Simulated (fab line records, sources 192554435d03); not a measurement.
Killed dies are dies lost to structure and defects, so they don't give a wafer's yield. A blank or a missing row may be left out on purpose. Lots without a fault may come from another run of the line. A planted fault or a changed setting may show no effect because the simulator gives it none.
Split-lot experiment | flow n5_finfet | 7 lots, 21 wafers read, on a route of 1938 steps

THE SPLIT
At N5_BEOL_M14_SPUTTER_43 (material TaN, target thk 15 nm, time 24.19 s), the setting power_w was moved away from the recipe's 15000 W on 4 of the 21 wafers read, by -17.7% to +11.8%. The other wafers ran this setting at the recipe's value.

The reading is taken at the split's own step.

THE READING
TaN_of_BEOL_M14_SPUTTER_43.thk_nm (the simulator's own value, which no gauge read), in nm, at N5_BEOL_M14_SPUTTER_43 (material TaN, target thk 15 nm, time 24.19 s). The file gives no usual value for it. The 17 wafers here that ran the recipe average 14.9 nm, standard deviation 0.18 nm.

wafer  | tool, chamber at the split | power_w as run, W | against the recipe | TaN_of_BEOL_M14_SPUTTER_43.thk_nm, nm | against lot-mates on the recipe
L075.1 | pvd_sputter-03, -          | 15000             | recipe             | 15                                    | -
L075.2 | pvd_sputter-03, -          | 15000             | recipe             | 15                                    | -
L075.4 | pvd_sputter-03, -          | 15000             | recipe             | 14.8                                  | -
L081.2 | pvd_sputter-02, -          | 15000             | recipe             | 15                                    | -
L081.4 | pvd_sputter-02, -          | 15000             | recipe             | 15.4                                  | -
L081.6 | pvd_sputter-02, -          | 15000             | recipe             | 14.8                                  | -
L084.1 | pvd_sputter-01, -          | 12340             | -17.7%             | 12.6                                  | -2.2
L084.5 | pvd_sputter-01, -          | 15000             | recipe             | 14.8                                  | -
L084.6 | pvd_sputter-01, -          | 15000             | recipe             | 14.8                                  | -
L086.1 | pvd_sputter-03, -          | 15000             | recipe             | 15                                    | -
L086.4 | pvd_sputter-03, -          | 16770             | +11.8%             | 16.8                                  | +1.8
L086.5 | pvd_sputter-03, -          | 16770             | +11.8%             | 17                                    | +2.0
L090.1 | pvd_sputter-03, -          | 15000             | recipe             | 15.2                                  | -
L090.2 | pvd_sputter-03, -          | 13830             | -7.8%              | 14                                    | -1.1
L090.4 | pvd_sputter-03, -          | 15000             | recipe             | 15                                    | -
L095.1 | pvd_sputter-03, -          | 15000             | recipe             | 14.8                                  | -
L095.2 | pvd_sputter-03, -          | 15000             | recipe             | 15                                    | -
L095.3 | pvd_sputter-03, -          | 15000             | recipe             | 15                                    | -
L096.1 | pvd_sputter-02, -          | 15000             | recipe             | 14.6                                  | -
L096.2 | pvd_sputter-02, -          | 15000             | recipe             | 15                                    | -
L096.6 | pvd_sputter-02, -          | 15000             | recipe             | 14.8                                  | -

THE FIT
A straight line over all 21 wafers: TaN_of_BEOL_M14_SPUTTER_43.thk_nm changes by +0.146 nm for each +1% of power_w; r = +0.97; the points scatter about the line by 0.2 nm.
The same after taking each lot's own level away (the mean of its wafers on the recipe; 21 wafers): +0.141 nm for each +1%; r = +0.98; scatter 0.17 nm.
On that fit, the largest move of power_w shifts the reading by 2.5 nm.
The lots' own levels span 14.80 to 15.10 nm, that is 1.7 times the standard deviation above.
So the lot-to-lot level changes the slope little: the two slopes agree.
Check: with one of the wafers moved furthest among these (-17.7%) left out of the fit, the line predicts -2.77 nm for it against its lot-mates. It came out at -2.2 nm against them.

OTHER SPLITS ON THESE WAFERS
These wafers also went through other splits before the reading. Each is held against what the fit with the lots' levels taken away leaves over:
other split on the same wafers | wafers away from the commonest value | r with TaN_of_BEOL_M14_SPUTTER_43.thk_nm (lot level and that fit taken away)
N5_BEOL_M13_COAT_04 spin_rpm   | 7                                    | +0.19
N5_BEOL_M13_ETCH_68 time_s     | 8                                    | -0.05

THE FILE'S OWN FIT
TaN_of_BEOL_M14_SPUTTER_43.thk_nm changes by +0.136 nm for each +1% of power_w, r = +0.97.
